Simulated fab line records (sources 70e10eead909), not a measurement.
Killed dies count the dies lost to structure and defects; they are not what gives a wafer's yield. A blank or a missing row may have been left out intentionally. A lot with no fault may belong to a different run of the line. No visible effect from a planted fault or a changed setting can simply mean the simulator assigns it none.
Which of the tools did it?    flow nand_harc    18 wafers from 6 lots sampled at 5 of the route's 1302 steps

WHAT THE GAUGES SHOWED, per wafer
NHARC_P_CONTACT_CD_MEAS_12: target cd 90 nm.
lot   measured      on         cd_nm (nm)
L592  day 6 21:36   cd_sem-02  89.6 89.5 89.6
L595  day 7 23:53   cd_sem-03  89.5 89.8 91.2
L597  day 9 05:28   cd_sem-01  90.3 91.0 89.3
L606  day 12 20:35  cd_sem-03  87.9 87.1 87.6
L609  day 13 16:23  cd_sem-01  90.3 91.0 90.4
L613  day 15 14:56  cd_sem-02  89.6 89.7 89.7

WHICH TOOL RAN EACH LOT (tool, then ch and the chambers of the sampled wafers, then the start)
lot   NHARC_P_GATE_RTA_80               NHARC_P_GATE_RTA_82               NHARC_P_CONTACT_DEP_00                    NHARC_P_CONTACT_PEB_10
L592  rtp_anneal-01 ch 0, day 6 19:21   rtp_anneal-02 ch 0, day 6 19:48   pecvd-04 ch 0,1, day 6 21:32 or earlier   litho_track-01 ch 0, day 6 21:32
L595  rtp_anneal-01 ch 0, day 7 21:38   rtp_anneal-01 ch 0, day 7 22:06   pecvd-03 ch 1,2, day 7 23:48 or earlier   litho_track-04 ch 0, day 7 23:48
L597  rtp_anneal-02 ch 0, day 9 03:12   rtp_anneal-02 ch 0, day 9 03:40   pecvd-04 ch 1,2, day 9 05:23 or earlier   litho_track-01 ch 0, day 9 05:23
L606  rtp_anneal-02 ch 0, day 12 18:19  rtp_anneal-02 ch 0, day 12 18:47  pecvd-03 ch 0,1, day 12 20:31 or earlier  litho_track-06 ch 0, day 12 20:31
L609  rtp_anneal-02 ch 0, day 13 14:08  rtp_anneal-02 ch 0, day 13 14:35  pecvd-01 ch 1,2, day 13 16:19 or earlier  litho_track-01 ch 0, day 13 16:19
L613  rtp_anneal-01 ch 0, day 15 12:38  rtp_anneal-02 ch 0, day 15 13:08  pecvd-01 ch 1,2, day 15 14:51 or earlier  litho_track-04 ch 0, day 15 14:51
- NHARC_P_GATE_RTA_80: time 30 s.
- NHARC_P_GATE_RTA_82: time 30 s.
- NHARC_P_CONTACT_DEP_00: deposits SiO2, target thk 500 nm.
- NHARC_P_CONTACT_PEB_10: peb time 65 s.

THE ANSWER, worked out from the rows above alone
Rule: usual is defined by the lots themselves. The widest of any qualifying gaps counts: lots, ordered by their means at a reading, are off when they make up no more than a third of the lots, leave a main group of 4 or more, and stand apart from it by 3 or more times the standard deviation of that group's means. A main group whose means are all the same, to the digits that the tables above print for the reading, isn't used. Also off: a lot with no number at a reading for which 4 or more lots have one. Any other lot the step has rows for is counted as sound.
Off: L606 (NHARC_P_CONTACT_CD_MEAS_12, cd_nm). Mean 90.0 nm and standard deviation 0.37 in the main group.
If a tool, at a process step before that reading, ran all the lots that are off and no sound lot after the first of them, it fits. The gauges at NHARC_P_CONTACT_CD_MEAS_12 are tried like those tools. Because NHARC_P_CONTACT_DEP_00 lacks a start for some lots, the hours and order of its lots are taken from NHARC_P_CONTACT_PEB_10. Can't be told from this: 3 tools fit, pecvd-03 at NHARC_P_CONTACT_DEP_00, litho_track-06 at NHARC_P_CONTACT_PEB_10, cd_sem-03 at NHARC_P_CONTACT_CD_MEAS_12.

WHAT HAD BEEN PUT IN BY THE SIMULATOR
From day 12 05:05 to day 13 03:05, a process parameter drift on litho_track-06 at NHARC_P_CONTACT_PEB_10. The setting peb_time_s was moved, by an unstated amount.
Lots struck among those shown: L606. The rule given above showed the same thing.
